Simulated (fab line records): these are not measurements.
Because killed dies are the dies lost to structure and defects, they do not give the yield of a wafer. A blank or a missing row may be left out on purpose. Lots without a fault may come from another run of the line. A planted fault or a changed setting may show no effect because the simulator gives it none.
2 desks, one fault ; flow n5-finfet ; what lay behind the numbers comes last; until then each desk has only its own

== DESK OF THE TOOL OWNER: cmp-01 ==
The tool's own readings at N5_MOL_CONTACT_COAG_CMP_23 (polishes, stops on SiO2, t overpolish 1.5 s, target thk 0 nm): means of the sampled wafers that have a number, for each lot that ran on this tool. The brackets show how far a lot's mean lies from the usual mean; more than 4 standard deviations puts the lot out of limits, marked OUT.
Columns: A = head-pressure-psi at N5_MOL_CONTACT_COAG_CMP_23, usual 2.000 psi; B = motor-current-A at N5_MOL_CONTACT_COAG_CMP_23, usual 8.2 A; C = overpolish-run-s at N5_MOL_CONTACT_COAG_CMP_23, usual 1.500 s; D = platen-rpm at N5_MOL_CONTACT_COAG_CMP_23, usual 50.29 rpm; E = time-to-endpoint-s at N5_MOL_CONTACT_COAG_CMP_23, usual 10.0 s
lot;first seen here;A;B;C;D;E
L613;day 6 22:19;1.999;8.9;1.500;50.26;8.9
L621;day 8 23:02;2.165 (+38) OUT;8.5;1.507;50.27;8.5
L624;day 9 16:14;2.172 (+39) OUT;8.4;1.497;50.26;7.7
This desk's verdict: out of limits on L621, L624, starting with L621 at day 8 23:02 (head-pressure-psi at N5_MOL_CONTACT_COAG_CMP_23). L613: within limits.

== THE METROLOGY DESK ==
Means of the sampled wafers that have a number, per lot and without regard to the tool the lot ran on: this is what the gauges read. The brackets show how far a lot's mean lies from the usual mean; more than 4 standard deviations puts the lot out of limits, marked OUT. Of its 11 readings 7 are shown: those that lie furthest out on some lot.
Columns: A = MD_CAP_THK at N5_MOL_CONTACT_COAG_THK_MEAS_29, usual 17.92 nm; B = DIBL_P at N5_BEOL_M4_RC_MEAS_101, usual 36.5 mV/V; C = IOFF_P at N5_BEOL_M4_RC_MEAS_101, usual 0.21 nA/um; D = ION_P at N5_BEOL_M4_RC_MEAS_101, usual 464 uA/um; E = SS_N at N5_BEOL_M4_RC_MEAS_101, usual 71.5 mV/dec; F = SS_P at N5_BEOL_M4_RC_MEAS_101, usual 73.4 mV/dec; G = VT_P at N5_BEOL_M4_RC_MEAS_101, usual -250 mV
lot;first seen here;A;B;C;D;E;F;G
L613;day 7 01:00;17.97;34.4;0.16;451;71.4;73.2;-257
L620;day 9 00:01;17.93;35.3;0.18;458;71.7;73.2;-252
L621;day 9 03:02;17.76;35.9;0.19;464;71.1;72.8;-252
L624;day 9 18:55;17.81;38.0;0.21;465;72.2;73.6;-252
Result from this desk: across the 4 lots, nothing is out of limits.

== TAKEN TOGETHER ==
An alarm could have come from the tool owner's desk at day 8 23:02, on L621, L624.
From the metrology desk's view, nothing was out of limits.
The metrology desk holds a record of L621, L624, inside its limits.
The lots listed all ran N5_MOL_CONTACT_COAG_CMP_23 on cmp-01.

== WHAT THE SIMULATOR HAD INSERTED ==
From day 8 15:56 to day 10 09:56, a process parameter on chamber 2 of cmp-01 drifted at N5_MOL_CONTACT_COAG_CMP_23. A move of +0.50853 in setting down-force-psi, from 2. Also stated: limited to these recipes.
Shown lots that were struck: L621, L624.
Time in hours from fault onset to the first out-of-limits reading at each desk: the tool owner's desk, 7.
